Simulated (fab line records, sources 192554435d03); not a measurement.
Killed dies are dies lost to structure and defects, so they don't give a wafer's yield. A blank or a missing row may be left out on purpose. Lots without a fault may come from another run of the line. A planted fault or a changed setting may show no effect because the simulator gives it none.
Which tool did it? | flow n5_finfet | 13 lots, 31 wafers sampled, at 5 steps of a route of 1938

WHAT THE GAUGES READ, wafer by wafer
N5_BEOL_M12_THK_MEAS_01.
lot  | measured     | on            | M12_ILD_THK (nm)
L168 | day 10 21:44 | film_metro-02 | 645 651 653
L170 | day 10 23:02 | film_metro-01 | 648 660 660
L175 | day 12 02:38 | film_metro-02 | 649 646 660
L174 | day 12 09:33 | film_metro-01 | 653 649 667
L176 | day 12 12:53 | film_metro-02 | 653 644 662
L180 | day 13 15:08 | film_metro-01 | 648 657 663
L183 | day 13 22:54 | film_metro-01 | 648 654 661
L181 | day 14 03:09 | film_metro-02 | 640 668 658
L185 | day 14 23:59 | film_metro-01 | 662
L187 | day 15 03:11 | film_metro-01 | 672
L186 | day 15 07:12 | film_metro-02 | 650
L188 | day 15 12:09 | film_metro-01 | 661
L190 | day 16 13:02 | film_metro-02 | 655 651 663

N5_BEOL_M12_CD_MEAS_28: target cd 160.2 nm.
lot  | measured     | on        | cd_nm (nm)
L168 | day 10 23:05 | cd_sem-01 | 159.6 159.9 160.5
L170 | day 11 00:29 | cd_sem-01 | 161.3 160.6 161.2
L175 | day 12 03:50 | cd_sem-01 | 158.9 160.5 160.3
L174 | day 12 10:46 | cd_sem-01 | 158.7 158.7 159.7
L176 | day 12 14:22 | cd_sem-03 | 160.5 161.1 160.9
L180 | day 13 16:33 | cd_sem-01 | 159.2 158.4 159.1
L183 | day 14 00:14 | cd_sem-02 | 160.4 162.1 161.2
L181 | day 14 04:29 | cd_sem-02 | 158.5 158.6 159.6
L185 | day 15 01:20 | cd_sem-01 | 160.2
L187 | day 15 04:24 | cd_sem-03 | 159.4
L186 | day 15 09:55 | cd_sem-02 | 160.6
L188 | day 15 13:22 | cd_sem-01 | 159.1
L190 | day 16 14:22 | cd_sem-01 | 161.6 161.9 160.5

N5_BEOL_M12_OVL_MEAS_29.
lot  | measured     | on         | M12_OVL (nm)
L168 | day 10 23:07 | overlay-02 | 1 3 4
L170 | day 11 00:31 | overlay-02 | -7 -8 3
L175 | day 12 03:52 | overlay-01 | 5 8 -3
L174 | day 12 10:47 | overlay-02 | 0 -3 -1
L176 | day 12 14:24 | overlay-02 | -9 -14 -5
L180 | day 13 16:34 | overlay-02 | 5 0 -3
L183 | day 14 00:16 | overlay-01 | 2 3 -3
L181 | day 14 04:31 | overlay-01 | -2 -4 -4
L185 | day 15 01:22 | overlay-02 | 62
L187 | day 15 04:26 | overlay-02 | 67
L186 | day 15 09:56 | overlay-02 | 70
L188 | day 15 13:23 | overlay-02 | 56
L190 | day 16 14:24 | overlay-02 | -1 5 -4

WHICH TOOL RAN EACH LOT (tool, then ch and the chambers of the sampled wafers, then the start)
lot  | N5_BEOL_M12_ETCH_59                | N5_BEOL_M12_EXPOSE_25
L168 | rie_diel-05 ch 0,2,3, day 10 22:17 | krf_scanner-02 ch 0, day 10 22:55
L170 | rie_diel-04 ch 2,3, day 10 23:35   | krf_scanner-01 ch 0, day 11 00:19
L175 | rie_diel-05 ch 0,3, day 12 03:04   | krf_scanner-01 ch 0, day 12 03:40
L174 | rie_diel-01 ch 0,1,2, day 12 09:58 | krf_scanner-01 ch 0, day 12 10:35
L176 | rie_diel-01 ch 0,1,2, day 12 13:28 | krf_scanner-02 ch 0, day 12 14:12
L180 | rie_diel-01 ch 0,2, day 13 15:46   | krf_scanner-02 ch 0, day 13 16:23
L183 | rie_diel-05 ch 0,2,3, day 13 23:20 | krf_scanner-01 ch 0, day 14 00:04
L181 | rie_diel-05 ch 2,3, day 14 03:42   | krf_scanner-01 ch 0, day 14 04:19
L185 | rie_diel-01 ch 3, day 15 00:34     | krf_scanner-01 ch 0, day 15 01:11
L187 | rie_diel-01 ch 0, day 15 03:38     | krf_scanner-01 ch 0, day 15 04:15
L186 | rie_diel-05 ch 0, day 15 07:45     | krf_scanner-01 ch 0, day 15 09:44
L188 | rie_diel-04 ch 0, day 15 12:35     | krf_scanner-01 ch 0, day 15 13:13
L190 | rie_diel-04 ch 1,2,3, day 16 13:35 | krf_scanner-02 ch 0, day 16 14:13
- N5_BEOL_M12_ETCH_59: etches BARC in N2/H2, target depth 89 nm, overetch 26.7 nm, time 67.9 s.
- N5_BEOL_M12_EXPOSE_25: exposes mask M12.

WHAT THE TOOLS THEMSELVES READ (means of the sampled wafers that have a number; where no wafer has one, the mark that the record gives instead)
N5_BEOL_M12_ETCH_59.
lot  | tool        | drypump_motor_current_A (A) | oes_product_au (a.u.) | rf_vpp_V (V) | showerhead_plenum_p_Torr (Torr) | throttle_valve_pct (%)
L168 | rie_diel-05 | 5.9                         | 0.66                  | 523.2        | 2.55                            | 17.8
L170 | rie_diel-04 | 5.7                         | 0.66                  | 525.5        | 2.61                            | 17.6
L175 | rie_diel-05 | 5.6                         | 0.66                  | 523.0        | 2.51                            | 17.7
L174 | rie_diel-01 | 6.2                         | 0.67                  | 524.1        | 2.55                            | 18.1
L176 | rie_diel-01 | 6.2                         | 0.67                  | 523.7        | 2.54                            | 18.1
L180 | rie_diel-01 | 5.9                         | 0.67                  | 524.1        | 2.54                            | 18.1
L183 | rie_diel-05 | 5.9                         | 0.64                  | 523.8        | 2.54                            | 17.8
L181 | rie_diel-05 | 6.2                         | 0.63                  | 524.5        | 2.56                            | 17.9
L185 | rie_diel-01 | 5.1                         | 0.80                  | 528.2        | 2.71                            | 17.5
L187 | rie_diel-01 | 5.5                         | 0.70                  | 523.3        | 2.56                            | 18.2
L186 | rie_diel-05 | 5.6                         | 0.66                  | 520.7        | 2.43                            | 17.7
L188 | rie_diel-04 | 6.6                         | 0.76                  | 527.1        | 2.70                            | 17.4
L190 | rie_diel-04 | 5.7                         | 0.70                  | 524.8        | 2.57                            | 17.7

THE ANSWER, worked out from the rows above alone
Rule: what is usual is taken from the lots themselves. Put in order of their means at a reading, lots are off if they are a third of the lots or fewer, leave a main group of 4 or more, and stand apart from it by a gap of 3 or more times the standard deviation of the main group's means; of several such gaps the widest counts. A main group whose means are all the same, to the digits that the tables above print for the reading, isn't used. A lot without any number at a reading at which 4 lots or more have one is off too. The other lots that the step has rows for count as sound. The gauges are gone through in route order, then the tools' own readings, and for those a lot's mean is taken as printed above. The first step at which some lot is off is used, and at that step the reading that is off furthest; a lot without a number counts as furthest.
Off: L185, L187, L186, L188, at N5_BEOL_M12_OVL_MEAS_29 (M12_OVL). The main group: mean -1 nm, standard deviation 3.7.
A tool fits if, at a process step before that reading, it ran every lot that is off, and no sound lot after the first of them. The gauges at N5_BEOL_M12_OVL_MEAS_29 are tried like those tools. One fits: krf_scanner-01 at N5_BEOL_M12_EXPOSE_25. Its last sound lot is L181 (day 14 04:19), its first lot that is off L185 (day 15 01:11): a fault that began between those two fits.

WHAT THE SIMULATOR HAD PUT IN
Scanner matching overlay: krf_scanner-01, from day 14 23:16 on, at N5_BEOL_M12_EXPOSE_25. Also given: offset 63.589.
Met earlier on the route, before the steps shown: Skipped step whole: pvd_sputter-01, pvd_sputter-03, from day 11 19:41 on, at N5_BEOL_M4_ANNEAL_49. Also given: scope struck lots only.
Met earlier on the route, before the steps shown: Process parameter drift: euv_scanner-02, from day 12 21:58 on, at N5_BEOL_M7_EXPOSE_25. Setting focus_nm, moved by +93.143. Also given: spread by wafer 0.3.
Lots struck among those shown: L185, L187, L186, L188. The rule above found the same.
